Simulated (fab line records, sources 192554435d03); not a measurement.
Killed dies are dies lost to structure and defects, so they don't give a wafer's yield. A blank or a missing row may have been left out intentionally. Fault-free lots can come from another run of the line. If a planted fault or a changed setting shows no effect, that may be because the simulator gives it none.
Chamber matching | flow n5Finfet | 4 sister chambers for N5_BEOL_M10_VIA_ETCH_34 on rieDiel-01
The step etches SiCOH lowk in C4F6/O2, target depth 184.5 nm, time 69.2 s. 20 wafers are shown with their chamber, then 10 later ones without.

WAFERS WITH THEIR CHAMBER
wafer  | chamber | drypumpMotorCurrentA (A) | throttleValvePct (%) | rfVppV (V)
L075.1 | 2       | 5.7                      | 20.96                | 660
L075.2 | 0       | 6.5                      | 20.49                | 665
L075.3 | 3       | 4.8                      | 21.13                | 671
L077.4 | 0       | 6.6                      | 20.50                | 665
L077.5 | 3       | 4.8                      | 21.15                | 670
L077.6 | 2       | 5.7                      | 20.99                | 659
L081.3 | 2       | 5.7                      | 20.98                | 658
L081.5 | 0       | 6.5                      | 20.52                | 666
L081.6 | 1       | 5.7                      | 20.61                | 669
L082.1 | 1       | 5.8                      | 20.64                | 670
L082.3 | 3       | 4.8                      | 21.16                | 669
L082.5 | 2       | 5.7                      | 21.00                | 658
L085.1 | 3       | 4.8                      | 21.18                | 669
L085.2 | 2       | 5.7                      | 21.02                | 658
L085.3 | 1       | 5.7                      | 20.62                | 668
L083.2 | 2       | 5.7                      | 21.02                | 658
L083.5 | 0       | 6.5                      | 20.54                | 666
L083.6 | 3       | 4.8                      | 21.18                | 670
L088.2 | 1       | 5.7                      | 20.65                | 669
L088.4 | 2       | 5.7                      | 21.03                | 658

SIGNATURES, as means of the wafers listed above
reading              | chamber 0 | chamber 1 | chamber 2 | chamber 3 | scatter within a chamber
drypumpMotorCurrentA | 6.525     | 5.725     | 5.700     | 4.800     | 0.0306
throttleValvePct     | 20.5125   | 20.6300   | 21.0000   | 21.1600   | 0.0225
rfVppV               | 665.50    | 669.00    | 658.43    | 669.80    | 0.771
Rule: for a wafer and a chamber, the distance is found by dividing, reading by reading, the gap between the wafer's reading and the chamber's mean by the reading's scatter, squaring, summing and taking the root. If the next closest chamber is less than 2 further off than the closest, the wafer can't be placed; otherwise it belongs to the closest. How the scatter is found: for the shown wafers, subtract from each reading the mean of its chamber, square and add these, divide the total by (wafers less chambers), then take the root.

WAFERS WITHOUT THEIR CHAMBER
wafer  | drypumpMotorCurrentA (A) | throttleValvePct (%) | rfVppV (V)
L088.6 | 6.5                      | 20.57                | 665
L091.1 | 5.7                      | 20.64                | 669
L091.4 | 6.5                      | 20.56                | 666
L091.6 | 5.7                      | 20.64                | 668
L095.2 | 5.7                      | 21.07                | 658
L095.5 | 5.7                      | 21.06                | 658
L095.6 | 4.8                      | 20.84                | 669
L097.1 | 4.8                      | 20.85                | 668
L097.2 | 5.7                      | 21.04                | 656
L097.4 | 5.7                      | 20.67                | 668

WHICH CHAMBER EACH ONE RAN IN
wafer  | from the rows above | in truth
L088.6 | 0                   | 0
L091.1 | 1                   | 1
L091.4 | 0                   | 0
L091.6 | 1                   | 1
L095.2 | 2                   | 2
L095.5 | 2                   | 2
L095.6 | 3                   | 3
L097.1 | 3                   | 3
L097.2 | 2                   | 2
L097.4 | 1                   | 1
Correctly placed: 10 of 10. Number that these rows cannot place: 0. Placed wrongly: 0.
